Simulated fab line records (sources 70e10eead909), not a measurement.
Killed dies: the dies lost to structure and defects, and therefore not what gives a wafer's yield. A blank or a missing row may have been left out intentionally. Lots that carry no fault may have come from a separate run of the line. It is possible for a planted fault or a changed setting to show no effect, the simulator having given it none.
A lot that was struck, set against a sound lot ; flow nand_harc ; 40 steps out of a route of 1159
Sound: the wafers L745.2, L745.3, L745.5. Struck: wafers L744.1, L744.2, L744.4. Last of all comes the cause.
Per side, at each step with rows, come the tool, then ch with its chambers, and then its first start. Under that, the readings that differ: sound wafers ; struck wafers ; difference of the means ; sigmas: that difference in standard deviations of wafers without a fault.
alike: same words and numbers on both sides, and readings whose means sit less than 2 such deviations apart. not compared: any withheld reading, any reading some wafer has no value for, any bound like >300 that may hide the same value, and any number with overlapping values for which the record gives no deviation.
A row with sigmas, a row that says differs or no value, or rows on one side alone: a step with any of these is where the two part. Numbers that don't overlap but have no deviation are shown without sigmas and don't part them. A reading that every wafer of one side lacks parts them only if that side has two wafers or more.

first, 1 step without rows for these wafers: NHARC_A_STAIRCASE_ETCH_221 (etches the open film in C4F8/O2, target depth 100 nm, time 40.5 s).
NHARC_A_STAIRCASE_TRIM_222: chemistry O2, time 211.2 s.
  sound on rie_diel-06 ch 1,2,3; struck on rie_diel-05 ch 0,2,3
  alike: drypump_motor_current_A, oes_product_au, rf_vpp_V, showerhead_plenum_p_Torr, throttle_valve_pct
  not compared: rf_hours_counter_h
then, 4 steps without rows for these wafers: NHARC_A_STAIRCASE_ETCH_223 (etches the open film in C4F8/O2, target depth 100 nm, time 40.5 s); NHARC_A_STAIRCASE_TRIM_224 (chemistry O2, time 211.2 s); NHARC_A_STAIRCASE_ETCH_225 (etches the open film in C4F8/O2, target depth 100 nm, time 40.5 s); NHARC_A_STAIRCASE_TRIM_226 (chemistry O2, time 211.2 s).
NHARC_A_STAIRCASE_ETCH_227: etches the open film in C4F8/O2, target depth 100 nm, time 40.5 s.
  sound on rie_diel-06 ch 0,3; struck on rie_diel-05 ch 0,2,3
  alike: oes_product_au, rf_vpp_V
  not compared: rf_hours_counter_h
NHARC_A_STAIRCASE_TRIM_229: chemistry O2, time 211.2 s.
  sound on rie_diel-06 ch 1,2,3, day 15 02:28; struck on rie_diel-10 ch 0,2,3, day 14 14:04
  alike: drypump_motor_current_A, oes_product_au, rf_vpp_V, showerhead_plenum_p_Torr, throttle_valve_pct
  not compared: rf_hours_counter_h
then, 3 steps without rows for these wafers: NHARC_A_STAIRCASE_ETCH_230 (etches the open film in C4F8/O2, target depth 100 nm, time 40.5 s); NHARC_A_STAIRCASE_TRIM_231 (chemistry O2, time 211.2 s); NHARC_A_STAIRCASE_ETCH_232 (etches the open film in C4F8/O2, target depth 100 nm, time 40.5 s).
NHARC_A_STAIRCASE_TRIM_233: chemistry O2, time 211.2 s.
  sound on rie_diel-06 ch 1,3, day 15 02:58; struck on rie_diel-10 ch 0,1,2, day 14 14:35
  alike: drypump_motor_current_A, oes_product_au, rf_vpp_V, showerhead_plenum_p_Torr, throttle_valve_pct
  not compared: rf_hours_counter_h
then, 2 steps without rows for these wafers: NHARC_A_STAIRCASE_ETCH_234 (etches the open film in C4F8/O2, target depth 100 nm, time 40.5 s); NHARC_A_STAIRCASE_TRIM_235 (chemistry O2, time 211.2 s).
NHARC_A_STAIRCASE_ETCH_236: etches the open film in C4F8/O2, target depth 100 nm, time 40.5 s.
  sound on rie_diel-06 ch 0,2,3; struck on rie_diel-10 ch 0,2,3
  alike: oes_product_au, rf_vpp_V
  not compared: rf_hours_counter_h
then, 15 steps without rows for these wafers: NHARC_A_STAIRCASE_STRIP_238 (strips in O2); NHARC_A_STAIRCASE_STRIP_239 (strips in SPM, time 900 s); NHARC_A_STAIRCASE_PRECLEAN_240 (cleans in SC1); NHARC_A_STAIRCASE_SRD_241; NHARC_A_STAIRCASE_DEHYDRATE_242 (time 120 s); NHARC_A_STAIRCASE_HMDS_243 (time 30 s); NHARC_A_STAIRCASE_COAT_244; NHARC_A_STAIRCASE_SOFTBAKE_245 (time 170 s); NHARC_A_STAIRCASE_EBR_246; NHARC_A_STAIRCASE_EXPOSE_247 (exposes mask SDS 1); NHARC_A_STAIRCASE_PEB_248 (peb time 130 s); NHARC_A_STAIRCASE_DEVELOP_249 (time 140 s); NHARC_A_STAIRCASE_HARDBAKE_251 (time 140 s); NHARC_A_STAIRCASE_DESCUM_252 (chemistry O2, time 3 s); NHARC_A_STAIRCASE_ETCH_253 (etches the open film in C4F8/O2, target depth 50 nm, time 20.2 s).
NHARC_A_STAIRCASE_STRIP_254: strips in O2.
  sound on plasma_asher-02 ch 0,1, day 15 05:29; struck on plasma_asher-01 ch 0,1, day 14 17:02
  alike: drypump_motor_current_A, heater_power_w
  not compared: rf_hours_counter_h
then, 8 steps without rows for these wafers: NHARC_A_STAIRCASE_STRIP_255 (strips in SPM, time 900 s); NHARC_A_STAIRCASE_PRECLEAN_256 (cleans in SC1); NHARC_A_STAIRCASE_SRD_257; NHARC_A_STAIRCASE_HM_DEP_456 (deposits aC, target thk 1500 nm); NHARC_A_STAIRCASE_DEP_259 (deposits SiON, target thk 30 nm); NHARC_A_STAIRCASE_DEHYDRATE_281 (time 120 s); NHARC_A_STAIRCASE_HMDS_282 (time 30 s); NHARC_A_STAIRCASE_COAT_283.
-- break in the record here, with 8 days between the starts of the struck wafers on either side (left off in module A_STAIRCASE, picked up again in module END, where the first step shown is number 1159 on the route) --
NHARC_END_SORT_01:
  sound on prober-02 ch 0, day 23 23:13; struck on prober-01 ch 0, day 22 17:47
reading;sound;struck;difference;sigmas
killed_at_array;40;68 93 84;+42;+4
killed_dies;40;72 96 88;+45;+4
  alike: killed_at_other, killed_at_periphery, killed_open, killed_short

## WHERE THEY PART
At NHARC_END_SORT_01 and nowhere else, as far as this record goes.

WHY: what had been put in by the simulator
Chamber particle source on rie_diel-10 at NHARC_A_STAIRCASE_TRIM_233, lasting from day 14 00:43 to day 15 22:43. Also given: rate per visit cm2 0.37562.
